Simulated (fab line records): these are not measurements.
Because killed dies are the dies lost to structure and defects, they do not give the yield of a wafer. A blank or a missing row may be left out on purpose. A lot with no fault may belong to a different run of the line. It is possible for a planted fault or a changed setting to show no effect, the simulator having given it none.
Chamber matching + flow n5-finfet + rie-diel-04 running N5_BEOL_M8_VIA_ETCH_34: 4 sister chambers
The step etches SiCOH lowk in C4F6/O2, target depth 125.5 nm, time 50.5 s. 8 wafers are shown with their chamber, then 9 later ones without.

EACH WAFER AND ITS CHAMBER
| wafer  | chamber | showerhead-plenum-p-Torr (Torr) | rf-vpp-V (V) |
|--------|---------|---------------------------------|--------------|
| L078.4 | 1       | 2.91                            | 683          |
| L079.1 | 2       | 2.70                            | 686          |
| L079.4 | 1       | 2.90                            | 682          |
| L086.1 | 2       | 2.69                            | 686          |
| L086.5 | 3       | 3.01                            | 701          |
| L089.2 | 3       | 3.01                            | 698          |
| L089.3 | 0       | 2.83                            | 661          |
| L089.6 | 0       | 2.83                            | 658          |

WAFERS WITH NO CHAMBER GIVEN
| wafer  | showerhead-plenum-p-Torr (Torr) | rf-vpp-V (V) |
|--------|---------------------------------|--------------|
| L088.1 | 2.89                            | 683          |
| L088.3 | 3.01                            | 699          |
| L088.6 | 3.01                            | 700          |
| L093.1 | 3.03                            | 697          |
| L093.4 | 2.89                            | 682          |
| L093.6 | 3.01                            | 699          |
| L097.2 | 3.00                            | 697          |
| L097.3 | 2.88                            | 683          |
| L097.6 | 3.02                            | 696          |

WHICH CHAMBER EACH WENT THROUGH
| wafer  | from the rows above | in truth                   |
|--------|---------------------|----------------------------|
| L088.1 | 1                   | 1                          |
| L088.3 | 3                   | 3                          |
| L088.6 | 3                   | 3                          |
| L093.1 | 3                   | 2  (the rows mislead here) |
| L093.4 | 1                   | 1                          |
| L093.6 | 3                   | 3                          |
| L097.2 | 3                   | 3                          |
| L097.3 | 1                   | 1                          |
| L097.6 | 3                   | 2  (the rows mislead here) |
Correctly placed: 7 of 9. Not placeable from these rows: 0. 2 placed wrongly.
How it was worked out, from the rows above alone: a wafer's distance from a chamber is the root of the sum, over the readings, of the square of ((its reading less the chamber's mean) divided by the reading's scatter). The wafer belongs to the nearest chamber; if the next one is less than 2 further off, it can't be placed. Each chamber's mean is taken over the wafers shown for it. The scatter: the root of (the sum of the squares of (reading less its chamber's mean) over the shown wafers, divided by (wafers less chambers)).
